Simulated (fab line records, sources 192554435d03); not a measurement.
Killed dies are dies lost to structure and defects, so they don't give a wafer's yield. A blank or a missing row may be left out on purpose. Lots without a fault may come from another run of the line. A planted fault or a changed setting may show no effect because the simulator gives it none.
Chamber matching | flow n5_finfet | N5_SD_EPI_P_ETCH_47 on rie_diel-06: 4 sister chambers
The step etches SiOCN in CH3F/O2, target depth 25 nm. 8 wafers are shown with their chamber, then 7 later ones without.

WAFERS WITH THEIR CHAMBER
wafer  | chamber | drypump_motor_current_A (A) | showerhead_plenum_p_Torr (Torr)
L077.4 | 2       | 6.5                         | 2.02
L078.1 | 3       | 6.5                         | 1.95
L084.5 | 2       | 6.6                         | 2.01
L089.1 | 3       | 6.6                         | 1.94
L089.3 | 1       | 5.5                         | 1.92
L089.4 | 0       | 5.7                         | 2.04
L092.1 | 0       | 5.8                         | 2.04
L092.4 | 1       | 5.5                         | 1.92

WAFERS WITHOUT THEIR CHAMBER
wafer  | drypump_motor_current_A (A) | showerhead_plenum_p_Torr (Torr)
L092.5 | 6.6                         | 1.94
L093.1 | 6.5                         | 2.01
L093.2 | 5.8                         | 2.04
L093.5 | 5.5                         | 1.91
L095.2 | 6.5                         | 2.01
L095.4 | 5.7                         | 2.03
L095.6 | 5.5                         | 1.91

WHICH CHAMBER EACH WENT THROUGH
wafer  | from the rows above | in truth
L092.5 | 3                   | 3
L093.1 | 2                   | 2
L093.2 | 0                   | 0
L093.5 | 1                   | 1
L095.2 | 2                   | 2
L095.4 | 0                   | 0
L095.6 | 1                   | 1
Placed correctly: 7 of 7. Can't be placed from these rows: 0. Placed wrongly: 0.
How it was worked out, from the rows above alone: a wafer's distance from a chamber is the root of the sum, over the readings, of the square of ((its reading less the chamber's mean) divided by the reading's scatter). The wafer belongs to the nearest chamber; if the next one is less than 2 further off, it can't be placed. A chamber's mean is the mean of its shown wafers. The scatter: the root of (the sum of the squares of (reading less its chamber's mean) over the shown wafers, divided by (wafers less chambers)).
